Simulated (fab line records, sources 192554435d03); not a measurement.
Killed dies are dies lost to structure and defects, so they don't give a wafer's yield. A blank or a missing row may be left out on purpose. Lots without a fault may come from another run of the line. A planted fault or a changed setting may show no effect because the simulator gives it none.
Which tool did it? | flow n5_finfet | 21 lots, 63 wafers sampled, at 6 steps of a route of 1938

WHAT THE GAUGES READ, wafer by wafer
The record holds no reading of a measuring or inspecting step that can be judged against a usual standard deviation.

WHICH TOOL RAN EACH LOT (tool, then ch and the chambers of the sampled wafers, then the start)
lot  | N5_BEOL_M0_CUTY_ETCH_63            | N5_BEOL_M0_STRIP_140               | N5_BEOL_M0_TRENCH_ETCH_107         | N5_BEOL_M0_SURFACE_TREAT_137 | N5_BEOL_M0_SPUTTER_134       | N5_BEOL_M1_DESCUM_16
L074 | rie_diel-03 ch 0,1,2, day 5 16:44  | rie_diel-01 ch 2,3, day 5 18:11    | rie_diel-03 ch 0,3, day 5 18:22    | pvd_sputter-03, day 5 19:46  | pvd_sputter-03, day 5 20:22  | rie_diel-06 ch 0,1, day 6 01:22
L075 | rie_diel-03 ch 1,2,3, day 6 02:49  | rie_diel-01 ch 0,1,2, day 6 04:55  | rie_diel-03 ch 0,1,3, day 6 05:11  | pvd_sputter-03, day 6 06:46  | pvd_sputter-01, day 6 07:58  | rie_diel-02 ch 1,2,3, day 6 10:48
L076 | rie_diel-05 ch 1,2,3, day 6 07:33  | rie_diel-05 ch 1,2,3, day 6 09:34  | rie_diel-05 ch 1,2,3, day 6 09:47  | pvd_sputter-01, day 6 11:13  | pvd_sputter-02, day 6 11:59  | rie_diel-04 ch 1,2,3, day 6 14:22
L077 | rie_diel-01 ch 0,2, day 6 09:25    | rie_diel-05 ch 1,2,3, day 6 09:58  | rie_diel-05 ch 2,3, day 6 10:34    | pvd_sputter-02, day 6 12:11  | pvd_sputter-02, day 6 12:43  | rie_diel-02 ch 0,1,2, day 6 16:02
L078 | rie_diel-05 ch 1,2, day 6 17:16    | rie_diel-05 ch 1,2, day 6 18:37    | rie_diel-01 ch 0,1,2, day 6 19:16  | pvd_sputter-02, day 6 23:07  | pvd_sputter-02, day 6 23:35  | rie_diel-02 ch 0,1,2, day 7 03:36
L079 | rie_diel-01 ch 0,1, day 7 01:52    | rie_diel-05 ch 0,1, day 7 02:34    | rie_diel-01 ch 0,2,3, day 7 02:46  | pvd_sputter-01, day 7 03:29  | pvd_sputter-03, day 7 04:10  | rie_diel-02 ch 0,2,3, day 7 07:09
L080 | rie_diel-01 ch 1,2,3, day 7 05:46  | rie_diel-03 ch 0,1, day 7 06:19    | rie_diel-01 ch 1,2, day 7 06:31    | pvd_sputter-01, day 7 08:38  | pvd_sputter-01, day 7 09:05  | rie_diel-02 ch 1,2,3, day 7 12:05
L081 | rie_diel-03 ch 1,2,3, day 7 09:23  | rie_diel-05 ch 1,2,3, day 7 11:44  | rie_diel-01 ch 1,2,3, day 7 12:40  | pvd_sputter-02, day 7 14:57  | pvd_sputter-03, day 7 15:36  | rie_diel-06 ch 0,1,2, day 7 19:46
L082 | rie_diel-01 ch 0,1,3, day 7 15:53  | rie_diel-01 ch 1,2,3, day 7 19:10  | rie_diel-03 ch 0,1,3, day 7 19:21  | pvd_sputter-01, day 7 21:00  | pvd_sputter-03, day 7 21:25  | rie_diel-02 ch 1,2,3, day 8 00:19
L083 | rie_diel-05 ch 1,2,3, day 8 02:19  | rie_diel-01 ch 0,1,2, day 8 02:46  | rie_diel-05 ch 0,3, day 8 03:28    | pvd_sputter-03, day 8 05:58  | pvd_sputter-03, day 8 06:25  | rie_diel-04 ch 0,1,2, day 8 08:20
L084 | rie_diel-03 ch 0,3, day 8 09:08    | rie_diel-05 ch 0,1, day 8 11:45    | rie_diel-01 ch 0,2,3, day 8 12:16  | pvd_sputter-02, day 8 15:56  | pvd_sputter-01, day 8 16:23  | rie_diel-06 ch 0,2, day 8 19:11
L085 | rie_diel-03 ch 0,1,3, day 8 13:44  | rie_diel-05 ch 0,2,3, day 8 15:18  | rie_diel-05 ch 0,3, day 8 15:52    | pvd_sputter-02, day 8 16:36  | pvd_sputter-02, day 8 17:24  | rie_diel-04 ch 0,2,3, day 8 19:22
L086 | rie_diel-01 ch 0,1,2, day 9 02:35  | rie_diel-03 ch 2,3, day 9 12:55    | rie_diel-05 ch 0,1,3, day 9 13:14  | pvd_sputter-02, day 9 14:40  | pvd_sputter-01, day 9 16:20  | rie_diel-06 ch 0,1,2, day 9 19:55
L088 | rie_diel-03 ch 1,2, day 9 05:43    | rie_diel-01 ch 0,2,3, day 9 07:47  | rie_diel-03 ch 1,2,3, day 9 08:00  | pvd_sputter-03, day 9 10:49  | pvd_sputter-03, day 9 13:05  | rie_diel-06 ch 0,1, day 9 17:20
L090 | rie_diel-05 ch 1,3, day 9 20:27    | rie_diel-01 ch 0,1,2, day 9 22:25  | rie_diel-01 ch 0,2,3, day 9 22:35  | pvd_sputter-02, day 9 23:48  | pvd_sputter-01, day 10 00:28 | rie_diel-02 ch 0,1,3, day 10 02:49
L091 | rie_diel-05 ch 0,1,3, day 10 02:12 | rie_diel-05 ch 1,3, day 10 02:44   | rie_diel-03 ch 1,2, day 10 02:59   | pvd_sputter-02, day 10 04:58 | pvd_sputter-02, day 10 05:23 | rie_diel-06 ch 0,1, day 10 09:01
L092 | rie_diel-01 ch 1,2, day 10 07:08   | rie_diel-01 ch 1,2,3, day 10 08:31 | rie_diel-01 ch 0,2, day 10 08:44   | pvd_sputter-02, day 10 10:26 | pvd_sputter-03, day 10 12:16 | rie_diel-06 ch 0,2,3, day 10 14:23
L094 | rie_diel-05 ch 0,1,2, day 10 19:16 | rie_diel-03 ch 1,2, day 10 22:30   | rie_diel-05 ch 0,1, day 10 22:41   | pvd_sputter-01, day 10 23:35 | pvd_sputter-03, day 11 01:38 | rie_diel-02 ch 0,1,2, day 11 05:52
L096 | rie_diel-05 ch 0,1,3, day 11 03:29 | rie_diel-01 ch 0,3, day 11 04:34   | rie_diel-05 ch 0,1,3, day 11 04:45 | pvd_sputter-02, day 11 06:11 | pvd_sputter-02, day 11 06:37 | rie_diel-06 ch 0,1, day 11 09:02
L095 | rie_diel-01 ch 0,1, day 11 06:33   | rie_diel-03 ch 1,2,3, day 11 07:02 | rie_diel-01 ch 0,3, day 11 07:52   | pvd_sputter-03, day 11 10:17 | pvd_sputter-01, day 11 10:42 | rie_diel-04 ch 2,3, day 11 13:31
L097 | rie_diel-05 ch 0,2,3, day 11 09:31 | rie_diel-05 ch 0,3, day 11 12:35   | rie_diel-05 ch 2,3, day 11 13:12   | pvd_sputter-02, day 11 14:56 | pvd_sputter-01, day 11 15:40 | rie_diel-02 ch 1,2, day 11 18:20
- N5_BEOL_M0_CUTY_ETCH_63: etches SOC in N2/H2, target depth 82.7 nm, overetch 16.5 nm, time 124 s.
- N5_BEOL_M0_STRIP_140: strips in CF4.
- N5_BEOL_M0_TRENCH_ETCH_107: etches SiOC in C4F6/O2, target depth 32.8 nm, time 16.4 s.
- N5_BEOL_M0_SURFACE_TREAT_137
- N5_BEOL_M0_SPUTTER_134: material Cu, target thk 4 nm, time 7.37 s.
- N5_BEOL_M1_DESCUM_16: chemistry O2, time 7 s.

WHAT THE TOOLS THEMSELVES READ (means of the sampled wafers that have a number; where no wafer has one, the mark that the record gives instead)
N5_BEOL_M0_CUTY_ETCH_63. Usual: drypump_motor_current_A 5.6 A, standard deviation 0.39; oes_product_au 0.65 a.u., standard deviation 0.064; rf_vpp_V 523.8 V, standard deviation 2.3; showerhead_plenum_p_Torr 2.54 Torr, standard deviation 0.081; temp_c 40.02 C, standard deviation 0.13; throttle_valve_pct 17.8 %, standard deviation 0.32.
lot  | tool        | drypump_motor_current_A (A) | oes_product_au (a.u.) | rf_vpp_V (V) | showerhead_plenum_p_Torr (Torr) | temp_c (C) | throttle_valve_pct (%) | flag
L074 | rie_diel-03 | 6.0                         | 0.70                  | 522.1        | 2.46                            | 40.16      | 17.7                   |
L075 | rie_diel-03 | 6.1                         | 0.73                  | 523.5        | 2.55                            | 40.14      | 17.7                   |
L076 | rie_diel-05 | 5.8                         | 0.60                  | 524.6        | 2.57                            | 39.94      | 18.0                   |
L077 | rie_diel-01 | 5.6                         | 0.62                  | 522.9        | 2.51                            | 40.16      | 18.1                   |
L078 | rie_diel-05 | 6.0                         | 0.59                  | 524.9        | 2.60                            | 39.98      | 18.1                   |
L079 | rie_diel-01 | 5.2                         | 0.71                  | 523.4        | 2.51                            | 40.05      | 17.4                   |
L080 | rie_diel-01 | 5.5                         | 0.67                  | 522.8        | 2.53                            | 39.94      | 17.9                   |
L081 | rie_diel-03 | 6.1                         | 0.72                  | 523.9        | 2.55                            | 40.08      | 17.7                   |
L082 | rie_diel-01 | 5.3                         | 0.70                  | 523.1        | 2.51                            | 39.99      | 17.6                   |
L083 | rie_diel-05 | 5.7                         | 0.59                  | 524.5        | 2.56                            | 40.00      | 18.1                   |
L084 | rie_diel-03 | 5.5                         | 0.60                  | 522.3        | 2.49                            | 40.08      | 17.8                   |
L085 | rie_diel-03 | 6.0                         | 0.66                  | 522.8        | 2.52                            | 39.96      | 17.8                   |
L086 | rie_diel-01 | 5.5                         | 0.65                  | 522.9        | 2.53                            | 39.94      | 17.8                   |
L088 | rie_diel-03 | 6.4                         | 0.72                  | 522.5        | 2.48                            | 39.96      | 17.6                   |
L090 | rie_diel-05 | 5.6                         | 0.59                  | 523.4        | 2.52                            | 40.11      | 18.1                   |
L091 | rie_diel-05 | 5.5                         | 0.62                  | 524.1        | 2.57                            | 40.02      | 17.9                   |
L092 | rie_diel-01 | 5.7                         | 0.61                  | 523.7        | 2.54                            | 39.86      | 18.1                   |
L094 | rie_diel-05 | 5.7                         | 0.60                  | 525.1        | 2.60                            | 40.04      | 17.9                   |
L096 | rie_diel-05 | 5.6                         | 0.61                  | 525.1        | 2.56                            | 40.09      | 17.9                   |
L095 | rie_diel-01 | 5.3                         | 0.67                  | 522.6        | 2.50                            | 39.89      | 17.5                   |
L097 | rie_diel-05 | 5.8                         | 0.60                  | 525.1        | 2.60                            | 40.07      | 17.9                   |

N5_BEOL_M0_STRIP_140. Usual: drypump_motor_current_A 5.6 A, standard deviation 0.41; oes_product_au 0.78 a.u., standard deviation 0.074; rf_vpp_V 271.2 V, standard deviation 1.4; showerhead_plenum_p_Torr 1.80 Torr, standard deviation 0.044; throttle_valve_pct 13.6 %, standard deviation 0.33.
lot  | tool        | drypump_motor_current_A (A) | oes_product_au (a.u.) | rf_vpp_V (V) | showerhead_plenum_p_Torr (Torr) | throttle_valve_pct (%) | flag
L074 | rie_diel-01 | 5.6                         | 0.76                  | 269.5        | 1.77                            | 13.8                   |
L075 | rie_diel-01 | 5.5                         | 0.82                  | 271.7        | 1.79                            | 13.5                   |
L076 | rie_diel-05 | 5.7                         | 0.72                  | 270.8        | 1.81                            | 13.8                   |
L077 | rie_diel-05 | 5.8                         | 0.72                  | 272.0        | 1.81                            | 13.8                   |
L078 | rie_diel-05 | 5.7                         | 0.73                  | 272.2        | 1.81                            | 14.0                   |
L079 | rie_diel-05 | 5.5                         | 0.77                  | 271.9        | 1.83                            | 13.8                   |
L080 | rie_diel-03 | 6.3                         | 0.84                  | 270.3        | 1.75                            | 13.5                   |
L081 | rie_diel-05 | 5.8                         | 0.72                  | 270.9        | 1.80                            | 13.8                   |
L082 | rie_diel-01 | 5.5                         | 0.80                  | 271.3        | 1.78                            | 13.6                   |
L083 | rie_diel-01 | 5.5                         | 0.79                  | 272.0        | 1.78                            | 13.5                   |
L084 | rie_diel-05 | 5.5                         | 0.75                  | 271.8        | 1.82                            | 13.8                   |
L085 | rie_diel-05 | 5.8                         | 0.74                  | 272.7        | 1.83                            | 13.6                   |
L086 | rie_diel-03 | 5.8                         | 0.84                  | 271.8        | 1.80                            | 13.5                   |
L088 | rie_diel-01 | 5.4                         | 0.77                  | 270.3        | 1.75                            | 13.6                   |
L090 | rie_diel-01 | 5.5                         | 0.78                  | 269.8        | 1.78                            | 13.5                   |
L091 | rie_diel-05 | 5.5                         | 0.72                  | 271.6        | 1.79                            | 14.0                   |
L092 | rie_diel-01 | 5.5                         | 0.78                  | 270.9        | 1.77                            | 13.6                   |
L094 | rie_diel-03 | 6.2                         | 0.84                  | 269.9        | 1.76                            | 13.5                   |
L096 | rie_diel-01 | 5.2                         | 0.80                  | 270.6        | 1.74                            | 13.5                   |
L095 | rie_diel-03 | 6.1                         | 0.82                  | 271.9        | 1.80                            | 13.5                   |
L097 | rie_diel-05 | 5.6                         | 0.73                  | 271.6        | 1.81                            | 13.5                   |

N5_BEOL_M0_TRENCH_ETCH_107. Usual: O2_flow_sccm 10.00 sccm, standard deviation 0.031; drypump_motor_current_A 5.6 A, standard deviation 0.41; oes_o_777_au 0.79 a.u., standard deviation 0.086; oes_product_au 0.80 a.u., standard deviation 0.083; rf_vpp_V 670 V, standard deviation 10; showerhead_plenum_p_Torr 2.84 Torr, standard deviation 0.077; throttle_valve_pct 20.8 %, standard deviation 0.31.
lot  | tool        | O2_flow_sccm (sccm) | drypump_motor_current_A (A) | oes_o_777_au (a.u.) | oes_product_au (a.u.) | rf_vpp_V (V) | showerhead_plenum_p_Torr (Torr) | throttle_valve_pct (%) | flag
L074 | rie_diel-03 | 10.04               | 5.6                         | 0.79                | 0.79                  | 672          | 2.89                            | 20.8                   |
L075 | rie_diel-03 | 9.99                | 6.0                         | 0.83                | 0.83                  | 674          | 2.82                            | 20.7                   |
L076 | rie_diel-05 | 9.99                | 5.8                         | 0.72                | 0.73                  | 662          | 2.88                            | 21.1                   |
L077 | rie_diel-05 | 10.03               | 6.0                         | 0.70                | 0.71                  | 663          | 2.91                            | 21.0                   |
L078 | rie_diel-01 | 10.02               | 5.5                         | 0.83                | 0.83                  | 668          | 2.82                            | 20.7                   |
L079 | rie_diel-01 | 10.02               | 5.4                         | 0.79                | 0.81                  | 673          | 2.79                            | 20.9                   |
L080 | rie_diel-01 | 10.00               | 5.7                         | 0.78                | 0.78                  | 666          | 2.83                            | 20.9                   |
L081 | rie_diel-01 | 10.01               | 5.5                         | 0.82                | 0.83                  | 669          | 2.83                            | 20.8                   |
L082 | rie_diel-03 | 10.00               | 5.9                         | 0.82                | 0.82                  | 673          | 2.82                            | 20.7                   |
L083 | rie_diel-05 | 10.01               | 5.5                         | 0.79                | 0.79                  | 669          | 2.93                            | 20.6                   |
L084 | rie_diel-01 | 10.00               | 5.3                         | 0.79                | 0.80                  | 672          | 2.78                            | 20.9                   |
L085 | rie_diel-05 | 9.97                | 5.6                         | 0.78                | 0.78                  | 669          | 2.93                            | 20.6                   |
L086 | rie_diel-05 | 9.98                | 5.5                         | 0.75                | 0.75                  | 664          | 2.89                            | 21.0                   |
L088 | rie_diel-03 | 10.00               | 6.1                         | 0.86                | 0.86                  | 682          | 2.84                            | 20.8                   |
L090 | rie_diel-01 | 10.03               | 5.4                         | 0.76                | 0.78                  | 673          | 2.78                            | 20.9                   |
L091 | rie_diel-03 | 10.01               | 6.2                         | 0.85                | 0.87                  | 686          | 2.77                            | 20.7                   |
L092 | rie_diel-01 | 9.99                | 5.5                         | 0.72                | 0.73                  | 668          | 2.78                            | 21.0                   |
L094 | rie_diel-05 | 10.00               | 5.5                         | 0.76                | 0.77                  | 672          | 2.92                            | 20.7                   |
L096 | rie_diel-05 | 9.97                | 5.5                         | 0.74                | 0.74                  | 664          | 2.88                            | 21.0                   |
L095 | rie_diel-01 | 10.00               | 5.1                         | 0.80                | 0.82                  | 674          | 2.76                            | 20.7                   |
L097 | rie_diel-05 | 9.98                | 5.8                         | 0.70                | 0.70                  | 657          | 2.86                            | 21.1                   |

N5_BEOL_M0_SPUTTER_134. Usual: chamber_pressure_pa 0.07 Pa, standard deviation 0.00014; throttle_valve_pct 30.2 %, standard deviation 1.4.
lot  | tool           | chamber_pressure_pa (Pa) | throttle_valve_pct (%) | flag
L074 | pvd_sputter-03 | 0.07                     | 30.9                   |
L075 | pvd_sputter-01 | 0.07                     | 29.1                   |
L076 | pvd_sputter-02 | 0.07                     | 30.3                   |
L077 | pvd_sputter-02 | 0.07                     | 29.0                   |
L078 | pvd_sputter-02 | 0.07                     | 30.4                   |
L079 | pvd_sputter-03 | 0.07                     | 29.8                   |
L080 | pvd_sputter-01 | 0.07                     | 29.2                   |
L081 | pvd_sputter-03 | 0.07                     | 31.1                   |
L082 | pvd_sputter-03 | 0.07                     | 31.2                   |
L083 | pvd_sputter-03 | 0.07                     | 30.2                   |
L084 | pvd_sputter-01 | 0.07                     | 30.0                   |
L085 | pvd_sputter-02 | 0.07                     | 31.6                   |
L086 | pvd_sputter-01 | 0.07                     | 29.7                   |
L088 | pvd_sputter-03 | 0.07                     | 30.3                   |
L090 | pvd_sputter-01 | 0.07                     | 29.7                   |
L091 | pvd_sputter-02 | 0.07                     | 28.9                   |
L092 | pvd_sputter-03 | 0.07                     | 31.0                   |
L094 | pvd_sputter-03 | 0.07                     | 31.0                   |
L096 | pvd_sputter-02 | 0.07                     | 31.2                   |
L095 | pvd_sputter-01 | 0.07                     | 30.3                   |
L097 | pvd_sputter-01 | 0.07                     | 29.0                   |

N5_BEOL_M1_DESCUM_16. Usual: drypump_motor_current_A 5.8 A, standard deviation 0.39; oes_product_au 0.80 a.u., standard deviation 0.067; rf_vpp_V 243.3 V, standard deviation 1.6; showerhead_plenum_p_Torr 2.12 Torr, standard deviation 0.09; temp_c 40.00 C, standard deviation 0.11; throttle_valve_pct 20.45 %, standard deviation 0.28.
lot  | tool        | drypump_motor_current_A (A) | oes_product_au (a.u.) | rf_vpp_V (V) | showerhead_plenum_p_Torr (Torr) | temp_c (C) | throttle_valve_pct (%) | flag
L074 | rie_diel-06 | 6.0                         | 0.83                  | 242.5        | 2.04                            | 40.04      | 20.23                  |
L075 | rie_diel-02 | 6.0                         | 0.86                  | 244.6        | 2.17                            | 39.93      | 20.37                  |
L076 | rie_diel-04 | 5.6                         | 0.83                  | 242.8        | 2.07                            | 39.92      | 20.42                  |
L077 | rie_diel-02 | 5.7                         | 0.83                  | 242.7        | 2.17                            | 40.06      | 20.64                  |
L078 | rie_diel-02 | 5.7                         | 0.83                  | 244.4        | 2.17                            | 39.90      | 20.66                  |
L079 | rie_diel-02 | 5.8                         | 0.81                  | 244.9        | 2.16                            | 39.96      | 20.56                  |
L080 | rie_diel-02 | 6.0                         | 0.85                  | 243.8        | 2.17                            | 39.96      | 20.38                  |
L081 | rie_diel-06 | 5.9                         | 0.81                  | 243.3        | 2.10                            | 39.92      | 20.37                  |
L082 | rie_diel-02 | 6.0                         | 0.84                  | 244.2        | 2.17                            | 39.93      | 20.38                  |
L083 | rie_diel-04 | 5.5                         | 0.82                  | 243.0        | 2.05                            | 40.06      | 20.33                  |
L084 | rie_diel-06 | 5.8                         | 0.75                  | 242.0        | 2.08                            | 39.96      | 20.59                  |
L085 | rie_diel-04 | 5.7                         | 0.88                  | 242.4        | 2.07                            | 40.01      | 20.38                  |
L086 | rie_diel-06 | 6.0                         | 0.79                  | 242.9        | 2.09                            | 39.99      | 20.39                  |
L088 | rie_diel-06 | 6.0                         | 0.79                  | 242.2        | 2.03                            | 39.94      | 20.28                  |
L090 | rie_diel-02 | 5.6                         | 0.81                  | 243.7        | 2.22                            | 40.14      | 20.40                  |
L091 | rie_diel-06 | 5.8                         | 0.75                  | 242.2        | 2.02                            | 40.04      | 20.50                  |
L092 | rie_diel-06 | 5.7                         | 0.75                  | 244.1        | 2.13                            | 40.09      | 20.51                  |
L094 | rie_diel-02 | 5.7                         | 0.79                  | 243.8        | 2.16                            | 40.03      | 20.70                  |
L096 | rie_diel-06 | 6.0                         | 0.79                  | 242.2        | 2.02                            | 40.07      | 20.30                  |
L095 | rie_diel-04 | 5.8                         | 0.83                  | 243.0        | 2.09                            | 39.84      | 20.52                  |
L097 | rie_diel-02 | 5.9                         | 0.82                  | 243.8        | 2.17                            | 40.06      | 20.52                  |

THE ANSWER, worked out from the rows above alone
Rule: a lot is off if the mean of its wafers that have a number lies more than 3 standard deviations from the usual mean. A lot without any number at a reading at which 4 lots or more have one is off too. The other lots that the step has rows for count as sound. The gauges are gone through in route order, then the tools' own readings, and for those a lot's mean is taken as printed above. The first step at which some lot is off is used, and at that step the reading that is off furthest; a lot without a number counts as furthest.
No lot is off at any reading shown: from this, nothing can be told.

WHAT THE SIMULATOR HAD PUT IN
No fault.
